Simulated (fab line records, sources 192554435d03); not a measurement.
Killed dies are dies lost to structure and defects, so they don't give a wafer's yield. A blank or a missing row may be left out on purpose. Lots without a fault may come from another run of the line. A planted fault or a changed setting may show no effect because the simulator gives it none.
Chamber matching | flow n5_finfet | N5_BEOL_M8_STRIP_19 on rie_diel-02: 4 sister chambers
The step strips in O2. 4 wafers are shown with their chamber, then 7 later ones without.

WAFERS WITH THEIR CHAMBER
wafer  | chamber | showerhead_plenum_p_Torr (Torr)
L086.3 | 3       | 2.23
L086.5 | 2       | 2.10
L085.1 | 1       | 2.21
L085.3 | 0       | 2.14

WAFERS WITHOUT THEIR CHAMBER
wafer  | showerhead_plenum_p_Torr (Torr)
L085.6 | 2.10
L089.1 | 2.20
L089.3 | 2.14
L089.5 | 2.20
L096.2 | 2.20
L096.4 | 2.14
L096.6 | 2.23

WHICH CHAMBER EACH WENT THROUGH
wafer  | from the rows above | in truth
L085.6 | 2                   | 2
L089.1 | 1                   | 1
L089.3 | 0                   | 0
L089.5 | 1                   | 1
L096.2 | 1                   | 1
L096.4 | 0                   | 0
L096.6 | 3                   | 3
Placed correctly: 7 of 7. Can't be placed from these rows: 0. Placed wrongly: 0.
How it was worked out, from the rows above alone: a wafer's distance from a chamber is the root of the sum, over the readings, of the square of ((its reading less the chamber's mean) divided by the reading's scatter). The wafer belongs to the nearest chamber; if the next one is less than 2 further off, it can't be placed. A chamber's mean is the mean of its shown wafers. The scatter: with one shown wafer a chamber, the root of the mean of the squares of how far each hidden wafer lies from its nearest shown one.
